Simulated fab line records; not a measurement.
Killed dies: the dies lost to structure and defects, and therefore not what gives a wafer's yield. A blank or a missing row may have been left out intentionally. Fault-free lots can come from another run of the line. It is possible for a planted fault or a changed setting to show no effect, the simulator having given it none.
The tool behind it: which one? + flow nandHarc + Sampling: 12 lots, 36 wafers, 5 of 1302 route steps

WHAT THE GAUGES SHOWED, per wafer
NHARC_END_SORT_01.
| lot  | measured     | on        | defectLimitedYield (%) | killedAtArray | killedAtOther | killedAtPeriphery | killedDies | killedOpen | killedShort |
|------|--------------|-----------|------------------------|---------------|---------------|-------------------|------------|------------|-------------|
| L849 | day 25 15:56 | prober-02 | 87 84 87               | 88 97 80      | 0 0 0         | 2 8 8             | 90 105 88  | 4 3 5      | 3 4 2       |
| L856 | day 29 18:49 | prober-02 | 89 89 88               | 68 69 75      | 3 2 0         | 3 3 7             | 74 74 82   | 2 2 2      | 5 1 1       |
| L862 | day 31 00:04 | prober-01 | 95 94 95               | 31 32 28      | 4 1 1         | 1 7 2             | 36 40 31   | 1 0 1      | 3 4 6       |

WHAT TOOL EACH LOT RAN ON (gives the tool, then ch and the chambers of the sampled wafers, and finally the start)
| lot  | NHARC_A_M1_CMP_23             | NHARC_A_BONDPAD_STRIP_15          | NHARC_A_BONDPAD_PVD_17                 | NHARC_A_BONDPAD_PVD_27                 |
|------|-------------------------------|-----------------------------------|----------------------------------------|----------------------------------------|
| L848 | cmp-02 ch 0,1,2, day 23 14:35 | rieDiel-11 ch 1,2,3, day 23 17:26 | pvdSputter-02, no start                | pvdSputter-02, no start                |
| L847 | cmp-01 ch 0,1,2, day 23 16:06 | rieDiel-11 ch 1,2,3, day 23 19:07 | pvdSputter-02, no start                | pvdSputter-02, no start                |
| L849 | cmp-01 ch 0,3, day 24 05:07   | rieDiel-11 ch 0,3, day 24 08:02   | pvdSputter-01, day 25 15:56 or earlier | pvdSputter-01, day 25 15:56 or earlier |
| L851 | cmp-01 ch 0,1,2, day 24 13:35 | rieDiel-11 ch 0,1,2, day 24 16:26 | pvdSputter-02, no start                | pvdSputter-02, no start                |
| L856 | cmp-01 ch 1,2, day 28 01:17   | rieDiel-10 ch 0,2,3, day 28 04:13 | pvdSputter-01, day 29 18:49 or earlier | pvdSputter-01, day 29 18:49 or earlier |
| L860 | cmp-01 ch 0,1, day 29 03:14   | rieDiel-03 ch 1,3, day 29 06:20   | pvdSputter-02, no start                | pvdSputter-02, no start                |
| L862 | cmp-03 ch 0,2,3, day 29 15:51 | rieDiel-11 ch 0,1,2, day 29 18:43 | pvdSputter-02, day 31 00:04 or earlier | pvdSputter-02, day 31 00:04 or earlier |
| L861 | cmp-01 ch 0,1,2, day 29 21:21 | rieDiel-11 ch 0,2,3, day 30 00:23 | pvdSputter-03, no start                | pvdSputter-03, no start                |
| L866 | cmp-03 ch 0,2,3, day 31 09:10 | rieDiel-03 ch 0,1,2, day 31 12:10 | pvdSputter-03, no start                | pvdSputter-03, no start                |
| L865 | cmp-03 ch 0,2,3, day 31 10:19 | rieDiel-11 ch 1,3, day 31 13:29   | pvdSputter-03, no start                | pvdSputter-03, no start                |
| L868 | cmp-01 ch 1,2,3, day 31 17:37 | rieDiel-11 ch 0,1,2, day 31 20:37 | pvdSputter-01, no start                | pvdSputter-01, no start                |
| L867 | cmp-01 ch 1,3, day 32 01:25   | rieDiel-03 ch 1,2, day 32 04:32   | pvdSputter-01, no start                | pvdSputter-01, no start                |
- NHARC_A_M1_CMP_23: polishes, t overpolish 20 s, target thk 154.34 nm.
- NHARC_A_BONDPAD_STRIP_15: strips in O2.
- NHARC_A_BONDPAD_PVD_17: deposits TaN, target thk 5 nm, time 8.06 s.
- NHARC_A_BONDPAD_PVD_27: deposits Cu, target thk 30 nm, time 20.49 s.

AS READ BY THE TOOLS THEMSELVES (means over the sampled wafers that have a number; for cases with no such wafer, the mark the record gives instead)
NHARC_A_M1_CMP_23.
| lot  | tool   | motorCurrentA (A) | slurryFilterDpKPa (kPa) | timeToEndpointS (s) |
|------|--------|-------------------|-------------------------|---------------------|
| L848 | cmp-02 | 12.1              | 13.56                   | 32.4                |
| L847 | cmp-01 | 11.7              | 13.50                   | 31.3                |
| L849 | cmp-01 | 12.8              | 13.58                   | 31.5                |
| L851 | cmp-01 | 11.7              | 13.51                   | 27.9                |
| L856 | cmp-01 | 10.7              | 13.44                   | 27.1                |
| L860 | cmp-01 | 10.7              | 13.42                   | 30.9                |
| L862 | cmp-03 | 12.6              | 13.53                   | 29.5                |
| L861 | cmp-01 | 11.7              | 13.49                   | 30.5                |
| L866 | cmp-03 | 12.6              | 13.55                   | 27.7                |
| L865 | cmp-03 | 12.6              | 13.42                   | 29.4                |
| L868 | cmp-01 | 11.9              | 13.38                   | 30.1                |
| L867 | cmp-01 | 10.8              | 13.25                   | 31.1                |

NHARC_A_BONDPAD_STRIP_15.
| lot  | tool       | chamberPressureMTorr (mTorr) | drypumpMotorCurrentA (A) | oesProductAu (a.u.) | rfVppV (V) | showerheadPlenumPTorr (Torr) | throttleValvePct (%) |
|------|------------|------------------------------|--------------------------|---------------------|------------|------------------------------|----------------------|
| L848 | rieDiel-11 | 60.03                        | 5.9                      | 1.009               | 58.3       | 3.62                         | 17.040               |
| L847 | rieDiel-11 | 59.99                        | 5.9                      | 1.013               | 58.7       | 3.62                         | 17.031               |
| L849 | rieDiel-11 | 59.94                        | 6.1                      | 1.009               | 58.3       | 3.61                         | 17.034               |
| L851 | rieDiel-11 | 57.75                        | 5.7                      | 0.995               | 57.9       | 3.55                         | 17.032               |
| L856 | rieDiel-10 | 60.05                        | 5.9                      | 0.980               | 57.6       | 3.43                         | 17.044               |
| L860 | rieDiel-03 | 59.99                        | 6.2                      | 1.008               | 58.1       | 3.61                         | 17.038               |
| L862 | rieDiel-11 | 60.01                        | 5.7                      | 1.001               | 57.7       | 3.53                         | 17.035               |
| L861 | rieDiel-11 | 60.03                        | 5.8                      | 0.996               | 58.1       | 3.56                         | 17.044               |
| L866 | rieDiel-03 | 60.00                        | 5.5                      | 1.005               | 57.9       | 3.56                         | 17.038               |
| L865 | rieDiel-11 | 60.04                        | 6.1                      | 1.008               | 57.2       | 3.63                         | 17.031               |
| L868 | rieDiel-11 | 59.93                        | 5.7                      | 0.991               | 58.3       | 3.53                         | 17.039               |
| L867 | rieDiel-03 | 60.00                        | 5.8                      | 0.999               | 58.6       | 3.53                         | 17.033               |

NHARC_A_BONDPAD_PVD_17.
| lot  | tool          | cathodeDcPowerW (W) | throttleValvePct (%) |
|------|---------------|---------------------|----------------------|
| L848 | pvdSputter-02 | 15000               | 30.6                 |
| L847 | pvdSputter-02 | 14999               | 30.6                 |
| L849 | pvdSputter-01 | 14996               | 30.4                 |
| L851 | pvdSputter-02 | 15000               | 30.6                 |
| L856 | pvdSputter-01 | 14999               | 29.7                 |
| L860 | pvdSputter-02 | 14998               | 30.3                 |
| L862 | pvdSputter-02 | 15002               | 30.5                 |
| L861 | pvdSputter-03 | 14999               | 30.3                 |
| L866 | pvdSputter-03 | 15000               | 30.3                 |
| L865 | pvdSputter-03 | 14999               | 29.9                 |
| L868 | pvdSputter-01 | 14999               | 30.6                 |
| L867 | pvdSputter-01 | 15001               | 29.7                 |

NHARC_A_BONDPAD_PVD_27.
| lot  | tool          | cathodeDcPowerW (W) | throttleValvePct (%) |
|------|---------------|---------------------|----------------------|
| L848 | pvdSputter-02 | 5000.6              | 30.5                 |
| L847 | pvdSputter-02 | 4999.9              | 30.4                 |
| L849 | pvdSputter-01 | 5000.7              | 30.7                 |
| L851 | pvdSputter-02 | 5000.8              | 30.0                 |
| L856 | pvdSputter-01 | 4999.6              | 31.6                 |
| L860 | pvdSputter-02 | 5000.6              | 30.9                 |
| L862 | pvdSputter-02 | 4999.9              | 30.7                 |
| L861 | pvdSputter-03 | 5000.2              | 30.8                 |
| L866 | pvdSputter-03 | 5000.4              | 30.2                 |
| L865 | pvdSputter-03 | 5000.8              | 30.2                 |
| L868 | pvdSputter-01 | 4999.2              | 30.8                 |
| L867 | pvdSputter-01 | 4999.8              | 31.5                 |

THE ANSWER, worked out from the rows above alone
Rule: the lots themselves supply what counts as usual. The widest of any qualifying gaps counts: lots, ordered by their means at a reading, are off when they make up no more than a third of the lots, leave a main group of 4 or more, and stand apart from it by 3 or more times the standard deviation of that group's means. A main group is skipped when, at the precision printed for the reading in the tables above, its means are all equal. Also off: a lot with no number at a reading for which 4 or more lots have one. Where the step has rows for the other lots, those lots are counted as sound. Order of review: gauges by route order, followed by the tools' own readings, for which a lot's mean as printed above is used. The first step at which some lot is off is used, and at that step the reading that is off furthest; a lot without a number counts as furthest.
Off, at NHARC_A_BONDPAD_STRIP_15 on chamberPressureMTorr: L851. The main group: mean 60.00 mTorr, standard deviation 0.037.
A tool fits if, at that step or a process step before it, it ran every lot that is off, and no sound lot after the first of them. No candidate that was tried fits.

WHAT THE SIMULATOR HAD PUT IN
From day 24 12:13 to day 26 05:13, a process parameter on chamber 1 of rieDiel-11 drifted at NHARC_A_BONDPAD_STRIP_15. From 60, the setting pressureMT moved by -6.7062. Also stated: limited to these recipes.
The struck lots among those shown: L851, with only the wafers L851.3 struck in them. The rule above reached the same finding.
